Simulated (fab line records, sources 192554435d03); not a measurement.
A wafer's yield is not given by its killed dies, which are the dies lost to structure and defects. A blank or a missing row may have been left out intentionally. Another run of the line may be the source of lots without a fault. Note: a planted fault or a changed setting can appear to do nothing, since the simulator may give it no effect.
Matching of chambers :: flow n5_finfet :: N5_FIN_SAQP_HM_OPEN_33 on rie_diel-01: 4 sister chambers
The step chemistry CH3F/O2, target SiNx, target depth 49.4 nm, time 70.6 s. 8 wafers are shown with their chamber, then 9 later ones without.

## WAFERS WITH THEIR CHAMBER
wafer: L082.1
chamber: 2
drypump_motor_current_A (A): 4.9
throttle_valve_pct (%): 16.56

wafer: L082.2
chamber: 1
drypump_motor_current_A (A): 5.2
throttle_valve_pct (%): 16.20

wafer: L084.1
chamber: 3
drypump_motor_current_A (A): 5.4
throttle_valve_pct (%): 16.34

wafer: L084.2
chamber: 0
drypump_motor_current_A (A): 6.4
throttle_valve_pct (%): 16.09

wafer: L084.6
chamber: 3
drypump_motor_current_A (A): 5.3
throttle_valve_pct (%): 16.33

wafer: L085.2
chamber: 1
drypump_motor_current_A (A): 5.2
throttle_valve_pct (%): 16.20

wafer: L085.3
chamber: 2
drypump_motor_current_A (A): 4.9
throttle_valve_pct (%): 16.56

wafer: L085.6
chamber: 0
drypump_motor_current_A (A): 6.3
throttle_valve_pct (%): 16.09

## WAFERS WITH NO CHAMBER GIVEN
wafer: L086.1
drypump_motor_current_A (A): 5.2
throttle_valve_pct (%): 16.21

wafer: L086.3
drypump_motor_current_A (A): 6.4
throttle_valve_pct (%): 16.11

wafer: L086.6
drypump_motor_current_A (A): 5.0
throttle_valve_pct (%): 16.57

wafer: L093.1
drypump_motor_current_A (A): 5.2
throttle_valve_pct (%): 16.24

wafer: L093.2
drypump_motor_current_A (A): 4.9
throttle_valve_pct (%): 16.61

wafer: L093.4
drypump_motor_current_A (A): 6.4
throttle_valve_pct (%): 16.16

wafer: L096.2
drypump_motor_current_A (A): 6.3
throttle_valve_pct (%): 16.14

wafer: L096.3
drypump_motor_current_A (A): 5.3
throttle_valve_pct (%): 16.37

wafer: L096.4
drypump_motor_current_A (A): 5.0
throttle_valve_pct (%): 16.63

## WHICH CHAMBER EACH ONE RAN IN
wafer: L086.1
from the rows above: 1
in truth: 1

wafer: L086.3
from the rows above: 0
in truth: 0

wafer: L086.6
from the rows above: 2
in truth: 2

wafer: L093.1
from the rows above: 1
in truth: 1

wafer: L093.2
from the rows above: 2
in truth: 2

wafer: L093.4
from the rows above: 0
in truth: 0

wafer: L096.2
from the rows above: 0
in truth: 0

wafer: L096.3
from the rows above: 3
in truth: 3

wafer: L096.4
from the rows above: 2
in truth: 2
9 of 9 placed correctly. Left unplaced by these rows: 0. Number placed wrongly: 0.
How it was worked out, from the rows above alone: a wafer's distance from a chamber is the root of the sum, over the readings, of the square of ((its reading less the chamber's mean) divided by the reading's scatter). If the next closest chamber is less than 2 further off than the closest, the wafer can't be placed; otherwise it belongs to the closest. For every chamber, the mean is computed from those of its wafers that are shown. The scatter: take each reading less its chamber's mean, square it, sum over the shown wafers, divide by the number of wafers less the number of chambers, and take the root.
